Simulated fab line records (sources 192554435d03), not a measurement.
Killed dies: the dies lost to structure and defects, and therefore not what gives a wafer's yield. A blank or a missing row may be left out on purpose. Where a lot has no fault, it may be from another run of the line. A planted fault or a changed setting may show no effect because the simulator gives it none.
Chamber matching | flow n5Finfet | 4 sister chambers for N5_BEOL_M0_SAQP_ETCH_88 on rieDiel-03
The step etches underlayer in N2/H2, target depth 6.5 nm, time 5.2 s. 8 wafers are shown with their chamber, then 9 later ones without.

## EACH WAFER AND ITS CHAMBER
wafer  | chamber | showerheadPlenumPTorr (Torr) | throttleValvePct (%)
L075.5 | 0       | 2.55                         | 18.05
L084.3 | 1       | 2.51                         | 17.88
L088.1 | 3       | 2.61                         | 17.94
L088.2 | 1       | 2.51                         | 17.91
L088.4 | 2       | 2.42                         | 17.58
L091.1 | 3       | 2.61                         | 17.96
L091.3 | 0       | 2.54                         | 18.11
L091.4 | 2       | 2.41                         | 17.60

## WAFERS MISSING THEIR CHAMBER
wafer  | showerheadPlenumPTorr (Torr) | throttleValvePct (%)
L094.2 | 2.41                         | 17.60
L094.3 | 2.54                         | 18.11
L094.5 | 2.50                         | 17.90
L095.1 | 2.61                         | 17.98
L095.2 | 2.50                         | 17.91
L095.4 | 2.41                         | 17.61
L097.2 | 2.50                         | 17.94
L097.3 | 2.41                         | 17.61
L097.6 | 2.41                         | 17.62

## CHAMBER TAKEN BY EACH
wafer  | from the rows above | in truth
L094.2 | 2                   | 2
L094.3 | 0                   | 0
L094.5 | 1                   | 1
L095.1 | 3                   | 3
L095.2 | 1                   | 1
L095.4 | 2                   | 2
L097.2 | 1                   | 1
L097.3 | 2                   | 2
L097.6 | 2                   | 2
9 of 9 placed correctly. Can't be placed from these rows: 0. Placed wrongly: 0.
How it was worked out, from the rows above alone: a wafer's distance from a chamber is the root of the sum, over the readings, of the square of ((its reading less the chamber's mean) divided by the reading's scatter). The wafer belongs to the nearest chamber; if the next one is less than 2 further off, it can't be placed. The mean given for a chamber averages the wafers shown for that chamber. How the scatter is found: for the shown wafers, subtract from each reading the mean of its chamber, square and add these, divide the total by (wafers less chambers), then take the root.
